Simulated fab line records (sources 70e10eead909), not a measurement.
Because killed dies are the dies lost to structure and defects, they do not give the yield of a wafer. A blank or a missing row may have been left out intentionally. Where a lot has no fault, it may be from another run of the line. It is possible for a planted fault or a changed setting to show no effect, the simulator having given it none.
Chamber matching    flow nandHarc    4 sister chambers for NHARC_P_M0_CMP_23 on cmp-01
The step polishes, t overpolish 20 s, target thk 117.54 nm. 7 wafers are shown with their chamber, then 7 later ones without.

WAFERS PAIRED WITH THEIR CHAMBERS
wafer   chamber  motorCurrentA (A)  timeToEndpointS (s)
L078.1  0        10.6               29.0
L082.1  2        10.6               31.4
L082.6  2        10.4               31.0
L084.3  1        10.6               28.4
L084.6  3        10.6               31.4
L087.2  3        10.3               28.6
L087.5  1        10.4               29.2

WAFERS WITHOUT THEIR CHAMBER
wafer   motorCurrentA (A)  timeToEndpointS (s)
L087.6  11.1               30.4
L095.2  10.1               28.2
L095.4  10.5               27.9
L095.5  9.9                27.6
L096.2  11.0               26.2
L096.4  9.5                25.7
L096.6  11.0               27.4

WHICH CHAMBER EACH WENT THROUGH
wafer   from the rows above                in truth
L087.6  can't be placed: 0 or 2 or 1 or 3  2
L095.2  can't be placed: 1 or 3 or 0 or 2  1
L095.4  can't be placed: 1 or 0 or 3       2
L095.5  can't be placed: 1 or 3 or 0 or 2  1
L096.2  can't be placed: 0 or 1 or 3 or 2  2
L096.4  can't be placed: 1 or 3 or 0 or 2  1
L096.6  can't be placed: 0 or 1 or 3 or 2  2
Correctly placed: 0 of 7. Can't be placed from these rows: 7 (the true chamber is among the candidates in 6). Wrongly placed: 0.
How it was worked out, from the rows above alone: a wafer's distance from a chamber is the root of the sum, over the readings, of the square of ((its reading less the chamber's mean) divided by the reading's scatter). The wafer belongs to the nearest chamber; if the next one is less than 2 further off, it can't be placed. A chamber's mean is the mean of its shown wafers. The scatter: the root of (the sum of the squares of (reading less its chamber's mean) over the shown wafers, divided by (wafers less chambers)).
